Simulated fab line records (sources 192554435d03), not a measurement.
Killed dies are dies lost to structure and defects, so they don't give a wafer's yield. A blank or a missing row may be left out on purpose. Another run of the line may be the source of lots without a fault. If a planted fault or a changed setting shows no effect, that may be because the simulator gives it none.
Matching of chambers / flow n5Finfet / N5_BEOL_M0_SAQP_ALD_48 on aldSin-04: 4 sister chambers
The step deposits SiO2, target thk 20 nm, pulse time 1 s, co reactant pulse time 1 s. 7 wafers are shown with their chamber, then 7 later ones without.

## WAFERS WITH THEIR CHAMBER
wafer=L083.1; chamber=2; heaterPowerW (W)=81; precursorPulseHeightRel=1.005
wafer=L083.3; chamber=1; heaterPowerW (W)=75; precursorPulseHeightRel=1.029
wafer=L084.1; chamber=0; heaterPowerW (W)=61; precursorPulseHeightRel=0.995
wafer=L084.3; chamber=1; heaterPowerW (W)=74; precursorPulseHeightRel=0.981
wafer=L084.6; chamber=0; heaterPowerW (W)=61; precursorPulseHeightRel=1.023
wafer=L085.1; chamber=3; heaterPowerW (W)=78; precursorPulseHeightRel=0.988
wafer=L085.4; chamber=2; heaterPowerW (W)=79; precursorPulseHeightRel=0.975

## WAFERS WITHOUT THEIR CHAMBER
wafer=L085.5; heaterPowerW (W)=61; precursorPulseHeightRel=1.012
wafer=L088.2; heaterPowerW (W)=79; precursorPulseHeightRel=1.006
wafer=L088.3; heaterPowerW (W)=63; precursorPulseHeightRel=1.032
wafer=L088.4; heaterPowerW (W)=83; precursorPulseHeightRel=0.964
wafer=L097.2; heaterPowerW (W)=77; precursorPulseHeightRel=1.024
wafer=L097.3; heaterPowerW (W)=59; precursorPulseHeightRel=1.017
wafer=L097.5; heaterPowerW (W)=73; precursorPulseHeightRel=1.031

## THE CHAMBER EACH PASSED THROUGH
wafer=L085.5; from the rows above=0; in truth=0
wafer=L088.2; from the rows above=can't be placed: 2 or 3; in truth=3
wafer=L088.3; from the rows above=0; in truth=0
wafer=L088.4; from the rows above=2; in truth=2
wafer=L097.2; from the rows above=can't be placed: 3 or 1 or 2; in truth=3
wafer=L097.3; from the rows above=0; in truth=0
wafer=L097.5; from the rows above=1; in truth=1
Correctly placed: 5 of 7. Can't be placed from these rows: 2 (the true chamber is among the candidates in 2). Placed wrongly: 0.
How it was worked out, from the rows above alone: a wafer's distance from a chamber is the root of the sum, over the readings, of the square of ((its reading less the chamber's mean) divided by the reading's scatter). The wafer belongs to the nearest chamber; if the next one is less than 2 further off, it can't be placed. The mean given for a chamber averages the wafers shown for that chamber. The scatter: take each reading less its chamber's mean, square it, sum over the shown wafers, divide by the number of wafers less the number of chambers, and take the root.
